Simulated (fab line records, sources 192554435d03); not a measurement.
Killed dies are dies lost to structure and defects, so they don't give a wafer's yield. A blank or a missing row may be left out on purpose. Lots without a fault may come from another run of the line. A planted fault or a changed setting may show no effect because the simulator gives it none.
Tool commonality check || flow n5Finfet || 9 lots and 27 wafers in the sample

## THE REASON FOR OPENING IT
Of 9 lots, 2 have the reading M0_ABLK_OVL flagged at N5_BEOL_M0_CUTY_OVL_MEAS_58. No-fault wafers: -0.3 nm, standard deviation 0.88.
Rule: a lot is flagged when every wafer of it that has a number lies more than 4 standard deviations from that mean, or none has a number. As for the other lots, they are considered sound.

{"lot": "L864", "measured": "day 5 20:33", "on": "overlay-01", "M0_ABLK_OVL (nm), wafer by wafer": "1.0 0.0 1.6", "flag": ""}
{"lot": "L866", "measured": "day 6 17:07", "on": "overlay-01", "M0_ABLK_OVL (nm), wafer by wafer": "-1.5 1.1 0.6", "flag": ""}
{"lot": "L873", "measured": "day 8 01:55", "on": "overlay-01", "M0_ABLK_OVL (nm), wafer by wafer": "0.5 -1.0 0.6", "flag": ""}
{"lot": "L876", "measured": "day 9 05:17", "on": "overlay-01", "M0_ABLK_OVL (nm), wafer by wafer": "8.4 8.5 8.4", "flag": "FLAGGED"}
{"lot": "L879", "measured": "day 9 19:38", "on": "overlay-01", "M0_ABLK_OVL (nm), wafer by wafer": "7.7 5.5 7.1", "flag": "FLAGGED"}
{"lot": "L883", "measured": "day 10 19:39", "on": "overlay-02", "M0_ABLK_OVL (nm), wafer by wafer": "-1.7 -0.5 -2.2", "flag": ""}
{"lot": "L884", "measured": "day 10 21:41", "on": "overlay-02", "M0_ABLK_OVL (nm), wafer by wafer": "-0.3 -0.2 -0.5", "flag": ""}
{"lot": "L885", "measured": "day 11 03:45", "on": "overlay-01", "M0_ABLK_OVL (nm), wafer by wafer": "0.2 0.8 -0.5", "flag": ""}
{"lot": "L887", "measured": "day 11 11:27", "on": "overlay-01", "M0_ABLK_OVL (nm), wafer by wafer": "0.3 -0.8 0.1", "flag": ""}
Average over the flagged lots: 7.6 nm; offset from the usual +7.9 nm, equal to +9 standard deviations.

## WHICH TOOL EACH LOT WENT THROUGH
The record keeps 1 process step preceding the reading, out of 1938 steps on the route. Cell contents, in order: the tool; ch with the chambers the sampled wafers went through; the start.
{"lot": "L864", "flag": "", "N5_BEOL_M0_CUTY_EXPOSE_54": "arfiScanner-02 ch 0, day 5 20:25"}
{"lot": "L866", "flag": "", "N5_BEOL_M0_CUTY_EXPOSE_54": "arfiScanner-02 ch 0, day 6 16:58"}
{"lot": "L873", "flag": "", "N5_BEOL_M0_CUTY_EXPOSE_54": "arfiScanner-02 ch 0, day 8 01:47"}
{"lot": "L876", "flag": "FLAGGED", "N5_BEOL_M0_CUTY_EXPOSE_54": "arfiScanner-02 ch 0, day 9 05:08"}
{"lot": "L879", "flag": "FLAGGED", "N5_BEOL_M0_CUTY_EXPOSE_54": "arfiScanner-02 ch 0, day 9 19:28"}
{"lot": "L883", "flag": "", "N5_BEOL_M0_CUTY_EXPOSE_54": "arfiScanner-03 ch 0, day 10 19:29"}
{"lot": "L884", "flag": "", "N5_BEOL_M0_CUTY_EXPOSE_54": "arfiScanner-01 ch 0, day 10 21:32"}
{"lot": "L885", "flag": "", "N5_BEOL_M0_CUTY_EXPOSE_54": "arfiScanner-03 ch 0, day 11 03:36"}
{"lot": "L887", "flag": "", "N5_BEOL_M0_CUTY_EXPOSE_54": "arfiScanner-03 ch 0, day 11 11:18"}
What these steps do:
- N5_BEOL_M0_CUTY_EXPOSE_54: exposes mask M0 ABLK.
- N5_BEOL_M0_CUTY_OVL_MEAS_58

## FLAGGED AGAINST TOTAL, ONE TOOL AT A TIME (gauges that did the reading follow at the end)
{"step": "N5_BEOL_M0_CUTY_EXPOSE_54", "tool": "arfiScanner-01", "lots run": 1, "flagged": 0, "share of the flagged lots": "none", "sound lots run after its first flagged lot": "-"}
{"step": "N5_BEOL_M0_CUTY_EXPOSE_54", "tool": "arfiScanner-02", "lots run": 5, "flagged": 2, "share of the flagged lots": "all", "sound lots run after its first flagged lot": 0}
{"step": "N5_BEOL_M0_CUTY_EXPOSE_54", "tool": "arfiScanner-03", "lots run": 3, "flagged": 0, "share of the flagged lots": "none", "sound lots run after its first flagged lot": "-"}
{"step": "N5_BEOL_M0_CUTY_OVL_MEAS_58", "tool": "overlay-01", "lots run": 7, "flagged": 2, "share of the flagged lots": "all", "sound lots run after its first flagged lot": "2 (L885,L887)"}
{"step": "N5_BEOL_M0_CUTY_OVL_MEAS_58", "tool": "overlay-02", "lots run": 2, "flagged": 0, "share of the flagged lots": "none", "sound lots run after its first flagged lot": "-"}

## WHAT THE TABLE PERMITS
Rows of the table that ran all the flagged lots, 2 in number: arfiScanner-02 at N5_BEOL_M0_CUTY_EXPOSE_54; overlay-01 at N5_BEOL_M0_CUTY_OVL_MEAS_58.
- arfiScanner-02 at N5_BEOL_M0_CUTY_EXPOSE_54: 2 of its 5 lots flagged. Last sound lot L873 at day 8 01:47, first flagged lot L876 at day 9 05:08; a fault beginning in between fits.
- overlay-01 at N5_BEOL_M0_CUTY_OVL_MEAS_58: 2 of its 7 lots flagged. Sound lots followed the first flagged one (L885, L887) on it, something a lasting fault affecting the whole tool could not allow.
arfiScanner-02 at N5_BEOL_M0_CUTY_EXPOSE_54 is the single tool remaining.

## WHAT WAS PUT IN BY THE SIMULATOR
Scanner matching overlay: arfiScanner-02, from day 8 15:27 on, at N5_BEOL_M0_CUTY_EXPOSE_54. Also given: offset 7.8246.
Shown lots that were struck: L876, L879. The rule above reached the same finding.
